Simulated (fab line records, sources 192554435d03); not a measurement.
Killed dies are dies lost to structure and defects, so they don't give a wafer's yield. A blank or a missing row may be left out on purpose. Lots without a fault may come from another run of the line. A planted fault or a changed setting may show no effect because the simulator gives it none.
Split-lot experiment | flow n5_finfet | 7 lots, 21 wafers read, on a route of 1938 steps

THE SPLIT
At N5_SD_EPI_N_ETCH_45 (etches SiOCN in CH3F/O2, target depth 6 nm), the setting target_depth_a was moved away from the recipe's 60 angstrom on 10 of the 21 wafers read, by -5.8% to +9.8%. The other wafers ran this setting at the recipe's value.

The reading is taken at the split's own step.

THE READING
etch.depth_nm (the simulator's own value, which no gauge read), in nm, at N5_SD_EPI_N_ETCH_45 (etches SiOCN in CH3F/O2, target depth 6 nm). The file gives no usual value for it. The 11 wafers here that ran the recipe average 6.038 nm, standard deviation 0.097 nm.

wafer  | tool, chamber at the split | target_depth_a as run, angstrom | against the recipe | etch.depth_nm, nm | against lot-mates on the recipe
L080.2 | rie_diel-04, 0             | 58.17                           | -3.0%              | 5.853             | no lot-mate on the recipe
L080.4 | rie_diel-04, 2             | 58.17                           | -3.0%              | 5.827             | no lot-mate on the recipe
L080.6 | rie_diel-04, 1             | 58.17                           | -3.0%              | 5.874             | no lot-mate on the recipe
L081.1 | rie_diel-05, 2             | 60                              | recipe             | 6.075             | -
L081.3 | rie_diel-05, 1             | 65.88                           | +9.8%              | 6.601             | +0.556
L081.4 | rie_diel-05, 3             | 60                              | recipe             | 6.015             | -
L082.2 | rie_diel-04, 0             | 56.55                           | -5.8%              | 5.641             | -0.319
L082.3 | rie_diel-04, 3             | 60                              | recipe             | 5.978             | -
L082.5 | rie_diel-04, 0             | 60                              | recipe             | 5.943             | -
L088.1 | rie_diel-04, 0             | 60                              | recipe             | 6.051             | -
L088.3 | rie_diel-04, 3             | 60                              | recipe             | 6.026             | -
L088.5 | rie_diel-04, 2             | 60                              | recipe             | 5.982             | -
L091.2 | rie_diel-05, 3             | 62.11                           | +3.5%              | 6.24              | no lot-mate on the recipe
L091.3 | rie_diel-05, 1             | 62.11                           | +3.5%              | 6.191             | no lot-mate on the recipe
L091.4 | rie_diel-05, 2             | 62.11                           | +3.5%              | 6.206             | no lot-mate on the recipe
L094.1 | rie_diel-05, 3             | 60                              | recipe             | 6.303             | -
L094.3 | rie_diel-05, 0             | 60                              | recipe             | 6.072             | -
L094.5 | rie_diel-05, 2             | 60                              | recipe             | 6.053             | -
L097.3 | rie_diel-04, 2             | 64.7                            | +7.8%              | 6.447             | +0.523
L097.4 | rie_diel-04, 1             | 64.7                            | +7.8%              | 6.555             | +0.631
L097.6 | rie_diel-04, 3             | 60                              | recipe             | 5.924             | -

THE FIT
A straight line over all 21 wafers: etch.depth_nm changes by +0.0593 nm for each +1% of target_depth_a; r = +0.95; the points scatter about the line by 0.078 nm.
The same after taking each lot's own level away (the mean of its wafers on the recipe; 15 wafers): +0.0642 nm for each +1%; r = +0.97; scatter 0.072 nm.
On that fit, the largest move of target_depth_a shifts the reading by 0.63 nm.
The lots' own levels span 5.9240 to 6.1427 nm, that is 2.3 times the standard deviation above.
So the lot-to-lot level changes the slope little: the two slopes agree.
Check: with one of the wafers moved furthest among these (+9.8%) left out of the fit, the line predicts +0.688 nm for it against its lot-mates. It came out at +0.556 nm against them.

OTHER SPLITS ON THESE WAFERS
These wafers also went through other splits before the reading. Each is held against what the fit with the lots' levels taken away leaves over:
other split on the same wafers                    | wafers away from the commonest value | r with etch.depth_nm (lot level and that fit taken away)
N5_WELL_APT_EXPOSE_05 dose_mj                     | 6                                    | +0.14
N5_WELL_APT_PEB_06 peb_time_s                     | 6                                    | -0.07
N5_PMOS_HMC_CHANNEL_EPI_PEB_07 peb_temp_c         | 9                                    | -0.06
N5_PMOS_HMC_CHANNEL_EPI_DEVELOP_08 develop_time_s | 11                                   | +0.33
N5_SD_EPI_N_PEB_07 peb_temp_c                     | 7                                    | +0.12

THE FILE'S OWN FIT
etch.depth_nm changes by +0.062 nm for each +1% of target_depth_a, r = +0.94.
